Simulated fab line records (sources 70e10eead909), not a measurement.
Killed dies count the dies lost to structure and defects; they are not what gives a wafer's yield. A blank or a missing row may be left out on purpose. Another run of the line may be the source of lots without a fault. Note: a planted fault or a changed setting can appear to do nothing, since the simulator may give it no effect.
Which of the tools did it?	flow nand_harc	Sampling: 14 lots, 42 wafers, 4 of 1302 route steps

== WHAT THE GAUGES SHOWED, per wafer ==
The record holds no reading of a measuring or inspecting step that can be judged against a usual standard deviation.

== TOOL THAT RAN EACH LOT (tool first, then ch and the chambers of the sampled wafers, then the start) ==
lot	NHARC_A_SLIT_ETCH_17	NHARC_A_SLIT_STRIP_18	NHARC_A_WL_FILL_ETCHBACK_05	NHARC_A_WL_FILL_ETCHBACK_16
L591	har_etch-01 ch 0,1, day 20 10:40	rie_diel-03 ch 0,3, day 20 22:59 or earlier	rie_metal-03 ch 0,1, day 20 22:59	rie_diel-08 ch 1,2,3, no start
L593	har_etch-02 ch 0,1, day 21 03:16	rie_diel-12 ch 0,1,3, day 21 16:44 or earlier	rie_metal-03 ch 0,1, day 21 16:44	rie_diel-01 ch 0,1,2, no start
L595	har_etch-01 ch 0,1, day 21 03:46	rie_diel-03 ch 2,3, day 21 17:04 or earlier	rie_metal-01 ch 0,1, day 21 17:04	rie_diel-11 ch 0,1,3, no start
L596	har_etch-01 ch 0,1, day 21 06:56	rie_diel-12 ch 1,2,3, day 21 20:10 or earlier	rie_metal-02 ch 0,1, day 21 20:10	rie_diel-08 ch 0,2,3, no start
L597	har_etch-02 ch 0,1, day 22 03:25	rie_diel-07 ch 0,1,3, day 22 16:11 or earlier	rie_metal-01 ch 0,1, day 22 16:11	rie_diel-11 ch 1,2,3, no start
L599	har_etch-01 ch 0,1, day 23 07:54	rie_diel-12 ch 0,1,2, day 23 21:25 or earlier	rie_metal-02 ch 0,1, day 23 21:25	rie_diel-08 ch 0,2,3, no start
L606	har_etch-01 ch 0,1, day 25 09:06	rie_diel-07 ch 2,3, day 25 21:49 or earlier	rie_metal-02 ch 1, day 25 21:49	rie_diel-01 ch 1,2, no start
L605	har_etch-02 ch 0,1, day 25 11:15	rie_diel-03 ch 0,1, day 25 21:50 or earlier	rie_metal-01 ch 0,1, day 25 21:50	rie_diel-08 ch 0,3, no start
L608	har_etch-01 ch 0,1, day 27 03:13	rie_diel-03 ch 0,1,3, day 27 15:21 or earlier	rie_metal-01 ch 0,1, day 27 15:21	rie_diel-11 ch 2,3, no start
L607	har_etch-02 ch 0,1, day 27 07:07	rie_diel-07 ch 0,2,3, day 27 19:52 or earlier	rie_metal-02 ch 0,1, day 27 19:52	rie_diel-11 ch 0,1, no start
L609	har_etch-02 ch 0,1, day 27 09:43	rie_diel-12 ch 0,2,3, day 27 22:57 or earlier	rie_metal-03 ch 0,1, day 27 22:57	rie_diel-11 ch 1,3, no start
L610	har_etch-01 ch 0,1, day 27 23:51	rie_diel-12 ch 2,3, day 28 13:05 or earlier	rie_metal-02 ch 0,1, day 28 13:05	rie_diel-08 ch 0,1,2, no start
L611	har_etch-02 ch 0,1, day 28 10:27	rie_diel-07 ch 0,2, day 28 23:06 or earlier	rie_metal-01 ch 1, day 28 23:06	rie_diel-11 ch 2,3, no start
L614	har_etch-01 ch 0,1, day 29 16:59	rie_diel-07 ch 0,2,3, day 30 05:44 or earlier	rie_metal-01 ch 0,1, day 30 05:44	rie_diel-11 ch 1,2,3, no start
- NHARC_A_SLIT_ETCH_17: etches the open film in C4F8/O2/Ar, time 4254.5 s, target depth 20300 nm.
- NHARC_A_SLIT_STRIP_18: strips in O2.
- NHARC_A_WL_FILL_ETCHBACK_05: etches the open film in Cl2/BCl3, target depth 22 nm, time 60 s.
- NHARC_A_WL_FILL_ETCHBACK_16: etches the open film in C4F8/O2/Ar, target depth 120 nm, time 24 s.

== AS READ BY THE TOOLS THEMSELVES (means over the sampled wafers that have a number; for cases with no such wafer, the mark the record gives instead) ==
NHARC_A_SLIT_ETCH_17.
lot	tool	drypump_motor_current_A (A)	showerhead_plenum_p_Torr (Torr)	throttle_valve_pct (%)
L591	har_etch-01	6.3	3.61	32.048
L593	har_etch-02	5.6	3.91	32.047
L595	har_etch-01	6.1	3.57	32.045
L596	har_etch-01	6.1	3.57	32.052
L597	har_etch-02	5.3	3.90	32.052
L599	har_etch-01	6.3	3.59	32.047
L606	har_etch-01	6.3	3.58	32.049
L605	har_etch-02	5.6	3.88	32.043
L608	har_etch-01	6.3	3.57	32.041
L607	har_etch-02	5.6	3.86	32.048
L609	har_etch-02	5.3	3.86	32.042
L610	har_etch-01	6.3	3.56	32.051
L611	har_etch-02	5.3	3.86	32.047
L614	har_etch-01	6.1	3.51	32.042

NHARC_A_SLIT_STRIP_18.
lot	tool	drypump_motor_current_A (A)	oes_product_au (a.u.)	rf_vpp_V (V)	showerhead_plenum_p_Torr (Torr)	throttle_valve_pct (%)
L591	rie_diel-03	5.4	1.003	57.9	3.58	17.029
L593	rie_diel-12	5.8	0.997	58.3	3.44	17.038
L595	rie_diel-03	5.6	0.996	58.3	3.63	17.035
L596	rie_diel-12	5.6	0.992	58.0	3.56	17.041
L597	rie_diel-07	5.5	0.994	58.7	3.66	17.034
L599	rie_diel-12	5.6	1.002	57.6	3.47	17.023
L606	rie_diel-07	5.8	0.998	58.3	3.76	17.040
L605	rie_diel-03	5.2	0.993	57.7	3.48	17.037
L608	rie_diel-03	5.7	0.995	58.6	3.48	17.025
L607	rie_diel-07	5.6	1.007	58.3	3.68	17.038
L609	rie_diel-12	5.8	0.994	58.4	3.55	17.054
L610	rie_diel-12	5.6	0.997	58.2	3.67	17.035
L611	rie_diel-07	5.6	0.996	57.8	3.68	17.044
L614	rie_diel-07	5.6	0.999	58.7	3.68	17.037

NHARC_A_WL_FILL_ETCHBACK_05.
lot	tool	chamber_pressure_mTorr (mTorr)	drypump_motor_current_A (A)	oes_product_au (a.u.)	temp_c (C)
L591	rie_metal-03	10.009	6.2	1.000	40.01
L593	rie_metal-03	10.006	6.0	1.004	39.98
L595	rie_metal-01	10.001	5.8	1.002	40.07
L596	rie_metal-02	-	-	-	-
L597	rie_metal-01	-	-	-	-
L599	rie_metal-02	9.995	5.6	1.000	40.12
L606	rie_metal-02	10.006	5.6	1.008	40.05
L605	rie_metal-01	10.004	5.8	1.006	40.08
L608	rie_metal-01	10.001	5.8	1.011	39.87
L607	rie_metal-02	10.001	5.6	1.001	40.00
L609	rie_metal-03	10.009	6.0	1.004	40.11
L610	rie_metal-02	10.008	5.5	0.999	39.96
L611	rie_metal-01	10.012	5.8	0.999	39.99
L614	rie_metal-01	10.005	5.7	1.002	40.08

NHARC_A_WL_FILL_ETCHBACK_16.
lot	tool	bias_w (W)	chamber_pressure_mTorr (mTorr)	oes_product_au (a.u.)	rf_vpp_V (V)
L591	rie_diel-08	800.2	24.999	1.003	716
L593	rie_diel-01	800.0	24.993	1.002	726
L595	rie_diel-11	800.2	24.998	0.979	726
L596	rie_diel-08	798.2	25.004	0.993	720
L597	rie_diel-11	799.9	24.993	0.991	726
L599	rie_diel-08	801.0	24.999	1.002	719
L606	rie_diel-01	798.3	24.981	1.000	730
L605	rie_diel-08	799.8	25.037	0.934	723
L608	rie_diel-11	801.8	24.981	1.005	722
L607	rie_diel-11	801.1	25.009	0.922	725
L609	rie_diel-11	801.2	25.006	0.977	729
L610	rie_diel-08	800.5	24.989	0.996	719
L611	rie_diel-11	798.0	25.015	0.979	722
L614	rie_diel-11	798.7	25.011	0.997	726

== THE ANSWER, worked out from the rows above alone ==
Rule: the lots themselves supply what counts as usual. Put in order of their means at a reading, lots are off if they are a third of the lots or fewer, leave a main group of 4 or more, and stand apart from it by a gap of 3 or more times the standard deviation of the main group's means; of several such gaps the widest counts. A main group whose means are all the same, to the digits that the tables above print for the reading, isn't used. A lot without any number at a reading at which 4 lots or more have one is off too. Where the step has rows for the other lots, those lots are counted as sound. After the gauges, taken in route order, come the tools' own readings; for these a lot's mean is taken, as printed above. The first step at which some lot is off is used, and at that step the reading that is off furthest; a lot without a number counts as furthest.
Off: L596, L597, at NHARC_A_WL_FILL_ETCHBACK_05 (chamber_pressure_mTorr). Without a number there: L596, L597. For the main group the mean is 10.005 mTorr and the standard deviation 0.0045.
If a tool, at that step or one of the process steps before it, ran each lot that is off and ran no sound lot following the first of them, it fits. Because NHARC_A_SLIT_STRIP_18 lacks a start for some lots, the hours and order of its lots are taken from NHARC_A_WL_FILL_ETCHBACK_05. Of those tried, none fits.

== WHAT WAS PUT IN BY THE SIMULATOR ==
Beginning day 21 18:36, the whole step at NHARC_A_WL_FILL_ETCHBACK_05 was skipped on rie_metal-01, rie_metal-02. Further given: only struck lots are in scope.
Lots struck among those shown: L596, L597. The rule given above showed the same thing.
